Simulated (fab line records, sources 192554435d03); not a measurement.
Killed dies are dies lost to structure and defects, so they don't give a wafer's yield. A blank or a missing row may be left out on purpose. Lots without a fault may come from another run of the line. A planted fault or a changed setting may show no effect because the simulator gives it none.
Chamber matching | flow n5_finfet | N5_BEOL_M4_ALD_84 on ald_metal-03: 4 sister chambers
The step deposits TaN, pulse time 2 s, purge time 3 s, co reactant purge time 2 s. 20 wafers are shown with their chamber, then 10 later ones without.

WAFERS WITH THEIR CHAMBER
wafer  | chamber | heater_power_w (W) | mfc_carrier_sccm (sccm)
L074.1 | 0       | 402                | 1505
L074.4 | 0       | 393                | 1502
L074.6 | 1       | 541                | 1503
L076.3 | 3       | 426                | 1502
L076.4 | 1       | 527                | 1495
L076.6 | 3       | 425                | 1502
L078.1 | 1       | 541                | 1501
L078.4 | 2       | 431                | 1497
L078.6 | 3       | 438                | 1496
L079.4 | 2       | 425                | 1499
L079.5 | 3       | 432                | 1492
L079.6 | 1       | 525                | 1497
L080.1 | 3       | 429                | 1494
L080.5 | 0       | 409                | 1498
L080.6 | 1       | 531                | 1504
L082.1 | 2       | 427                | 1506
L082.2 | 0       | 393                | 1502
L082.3 | 1       | 540                | 1501
L083.2 | 2       | 424                | 1494
L083.4 | 3       | 415                | 1501

SIGNATURES (means of the wafers above)
reading          | chamber 0 | chamber 1 | chamber 2 | chamber 3 | scatter within a chamber
heater_power_w   | 399.25    | 534.17    | 426.75    | 427.50    | 6.98
mfc_carrier_sccm | 1501.75   | 1500.17   | 1499.00   | 1497.83   | 4.03
Rule: a wafer's distance from a chamber is the root of the sum, over the readings, of the square of ((its reading less the chamber's mean) divided by the reading's scatter). The wafer belongs to the nearest chamber; if the next one is less than 2 further off, it can't be placed. The scatter: the root of (the sum of the squares of (reading less its chamber's mean) over the shown wafers, divided by (wafers less chambers)).

WAFERS WITHOUT THEIR CHAMBER
wafer  | heater_power_w (W) | mfc_carrier_sccm (sccm)
L083.5 | 428                | 1496
L086.1 | 404                | 1500
L086.4 | 530                | 1495
L086.5 | 397                | 1506
L090.2 | 535                | 1509
L090.4 | 391                | 1500
L090.6 | 397                | 1494
L096.1 | 535                | 1503
L096.3 | 401                | 1498
L096.4 | 403                | 1499

WHICH CHAMBER EACH WENT THROUGH
wafer  | from the rows above     | in truth
L083.5 | can't be placed: 3 or 2 | 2
L086.1 | 0                       | 0
L086.4 | 1                       | 1
L086.5 | 0                       | 0
L090.2 | 1                       | 1
L090.4 | 0                       | 0
L090.6 | 0                       | 0
L096.1 | 1                       | 1
L096.3 | 0                       | 0
L096.4 | 0                       | 0
Placed correctly: 9 of 10. Can't be placed from these rows: 1 (the true chamber is among the candidates in 1). Placed wrongly: 0.
